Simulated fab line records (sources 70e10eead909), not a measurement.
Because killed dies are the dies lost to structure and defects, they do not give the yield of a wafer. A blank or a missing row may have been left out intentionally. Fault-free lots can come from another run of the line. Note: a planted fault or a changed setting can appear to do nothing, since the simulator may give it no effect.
Which tool was responsible?    flow nand-harc    15 lots with 45 wafers sampled at 4 steps, on a route of 1302 steps

WHAT THE GAUGES SHOWED, per wafer
NHARC_A_SLIT_CD_MEAS_09: target cd 300 nm.
lot   measured      on         cd-nm (nm)
L937  day 20 14:17  cd-sem-01  298.3 300.1 300.1
L936  day 20 14:26  cd-sem-03  300.2 300.1 300.5
L939  day 21 07:11  cd-sem-03  298.8 299.2 301.0
L938  day 21 20:06  cd-sem-01  299.8 299.3 300.1
L942  day 23 02:13  cd-sem-03  298.8 300.3 300.1
L944  day 24 02:01  cd-sem-01  - - -
L946  day 24 03:59  cd-sem-02  - - -
L945  day 24 07:47  cd-sem-02  - - -
L947  day 26 02:59  cd-sem-01  299.9 300.4 299.6
L952  day 27 17:29  cd-sem-01  300.6 300.3 300.7
L953  day 28 00:20  cd-sem-03  300.9 300.4 300.6
L954  day 28 00:45  cd-sem-01  298.4 299.9 299.5
L955  day 28 08:31  cd-sem-02  299.9 301.1 300.5
L957  day 28 19:08  cd-sem-02  299.8 300.8 299.9
L956  day 28 20:23  cd-sem-02  299.0 300.7 300.2

WHAT TOOL EACH LOT RAN ON (gives the tool, then ch and the chambers of the sampled wafers, and finally the start)
lot   NHARC_A_SGD_CUT_ETCH_16                        NHARC_A_SGD_CUT_CMP_21         NHARC_A_SLIT_EXPOSE_06
L937  rie-diel-07 ch 1,2,3, day 20 06:41 or earlier  cmp-03 ch 0,2,3, day 20 06:41  arfi-scanner-02 ch 0, day 20 14:08
L936  rie-diel-01 ch 2,3, day 20 06:44 or earlier    cmp-01 ch 0,1,2, day 20 06:44  arfi-scanner-03 ch 0, day 20 14:17
L939  rie-diel-03 ch 0,1,3, day 21 01:39 or earlier  cmp-03 ch 0,1,3, day 21 01:39  arfi-scanner-01 ch 0, day 21 07:02
L938  rie-diel-01 ch 0,2,3, day 21 13:08 or earlier  cmp-04 ch 1,2,3, day 21 13:08  arfi-scanner-02 ch 0, day 21 19:58
L942  rie-diel-07 ch 2,3, day 22 20:32 or earlier    cmp-04 ch 2,3, day 22 20:32    arfi-scanner-02 ch 0, day 23 02:05
L944  rie-diel-03 ch 0,3, day 23 20:14 or earlier    cmp-04 ch 0,2,3, day 23 20:14  arfi-scanner-01, day 24 01:52
L946  rie-diel-03 ch 1,2, day 23 20:13 or earlier    cmp-03 ch 0,1,2, day 23 20:13  arfi-scanner-02, day 24 03:50
L945  rie-diel-01 ch 0,2,3, day 23 23:34 or earlier  cmp-04 ch 0,2,3, day 23 23:34  arfi-scanner-03, day 24 07:38
L947  rie-diel-07 ch 2,3, day 25 21:25 or earlier    cmp-03 ch 0,1,2, day 25 21:25  arfi-scanner-01 ch 0, day 26 02:50
L952  rie-diel-03 ch 0,2,3, day 27 11:41 or earlier  cmp-01 ch 0,1,3, day 27 11:41  arfi-scanner-03 ch 0, day 27 17:20
L953  rie-diel-07 ch 0,1,2, day 27 17:47 or earlier  cmp-01 ch 0,1,3, day 27 17:47  arfi-scanner-02 ch 0, day 28 00:12
L954  rie-diel-01 ch 0,1,3, day 27 17:49 or earlier  cmp-03 ch 0,3, day 27 17:49    arfi-scanner-01 ch 0, day 28 00:37
L955  rie-diel-01 ch 1,2, day 28 02:16 or earlier    cmp-01 ch 1,2,3, day 28 02:16  arfi-scanner-03 ch 0, day 28 08:22
L957  rie-diel-03 ch 0,1,2, day 28 12:56 or earlier  cmp-01 ch 1,2,3, day 28 12:56  arfi-scanner-01 ch 0, day 28 19:00
L956  rie-diel-01 ch 1,2, day 28 12:58 or earlier    cmp-04 ch 1,2, day 28 12:58    arfi-scanner-03 ch 0, day 28 20:15
- NHARC_A_SGD_CUT_ETCH_16: etches the open film in C4F8/O2/Ar, target depth 310.5 nm, time 155.2 s.
- NHARC_A_SGD_CUT_CMP_21: polishes, target thk 148.19 nm.
- NHARC_A_SLIT_EXPOSE_06: exposes mask SLIT.

AS READ BY THE TOOLS THEMSELVES (means over the sampled wafers that have a number; for cases with no such wafer, the mark the record gives instead)
NHARC_A_SGD_CUT_ETCH_16.
lot   tool         oes-product-au (a.u.)  rf-vpp-V (V)
L937  rie-diel-07  0.969                  720
L936  rie-diel-01  0.997                  719
L939  rie-diel-03  0.972                  726
L938  rie-diel-01  0.954                  721
L942  rie-diel-07  0.962                  722
L944  rie-diel-03  0.945                  728
L946  rie-diel-03  0.965                  722
L945  rie-diel-01  0.981                  720
L947  rie-diel-07  0.954                  722
L952  rie-diel-03  0.978                  728
L953  rie-diel-07  0.970                  717
L954  rie-diel-01  0.989                  723
L955  rie-diel-01  0.962                  727
L957  rie-diel-03  0.979                  724
L956  rie-diel-01  0.964                  725

NHARC_A_SGD_CUT_CMP_21.
lot   tool    motor-current-A (A)  pad-life-wafers  time-to-endpoint-s (s)
L937  cmp-03  12.6                 302              51
L936  cmp-01  13.0                 273              54
L939  cmp-03  12.6                 32               51
L938  cmp-04  12.6                 332              50
L942  cmp-04  13.7                 67               50
L944  cmp-04  12.6                 182              49
L946  cmp-03  11.5                 266              52
L945  cmp-04  13.0                 187              50
L947  cmp-03  12.0                 80               51
L952  cmp-01  12.7                 224              51
L953  cmp-01  12.9                 253              52
L954  cmp-03  12.8                 242              50
L955  cmp-01  12.5                 290              56
L957  cmp-01  12.7                 355              52
L956  cmp-04  12.2                 235              50

NHARC_A_SLIT_EXPOSE_06.
lot   tool             exposure-dose-mJ-cm2  focus-offset-nm (nm)
L937  arfi-scanner-02  60.75                 -0.6
L936  arfi-scanner-03  60.89                 -0.1
L939  arfi-scanner-01  60.79                 0.5
L938  arfi-scanner-02  60.85                 0.5
L942  arfi-scanner-02  60.72                 0.6
L944  arfi-scanner-01  -                     -
L946  arfi-scanner-02  -                     -
L945  arfi-scanner-03  -                     -
L947  arfi-scanner-01  60.78                 0.5
L952  arfi-scanner-03  60.78                 0.2
L953  arfi-scanner-02  60.70                 -0.0
L954  arfi-scanner-01  60.78                 0.2
L955  arfi-scanner-03  60.93                 -0.6
L957  arfi-scanner-01  60.73                 0.2
L956  arfi-scanner-03  60.80                 -0.1

THE ANSWER, worked out from the rows above alone
Rule: usual is defined by the lots themselves. The widest of any qualifying gaps counts: lots, ordered by their means at a reading, are off when they make up no more than a third of the lots, leave a main group of 4 or more, and stand apart from it by 3 or more times the standard deviation of that group's means. A main group is skipped when, at the precision printed for the reading in the tables above, its means are all equal. Also off: a lot with no number at a reading for which 4 or more lots have one. Any other lot the step has rows for is counted as sound. After the gauges, taken in route order, come the tools' own readings; for these a lot's mean is taken, as printed above. At the first step where some lot is off, the reading lying furthest off is the one used; lots without a number count as furthest.
Off at NHARC_A_SLIT_CD_MEAS_09 (cd-nm): L944, L946, L945. Without a number there: L944, L946, L945. For the main group the mean is 300.0 nm and the standard deviation 0.42.
If a tool, at a process step before that reading, ran all the lots that are off and no sound lot after the first of them, it fits. Not tried: the gauges at NHARC_A_SLIT_CD_MEAS_09; whatever is off there is also off at NHARC_A_SLIT_EXPOSE_06, on other tools, and gauge error can't account for it. NHARC_A_SGD_CUT_ETCH_16 gives no start for some lots, so the hours and the order of its lots are those of NHARC_A_SGD_CUT_CMP_21. None of those tried fits.

WHAT THE SIMULATOR HAD PUT IN
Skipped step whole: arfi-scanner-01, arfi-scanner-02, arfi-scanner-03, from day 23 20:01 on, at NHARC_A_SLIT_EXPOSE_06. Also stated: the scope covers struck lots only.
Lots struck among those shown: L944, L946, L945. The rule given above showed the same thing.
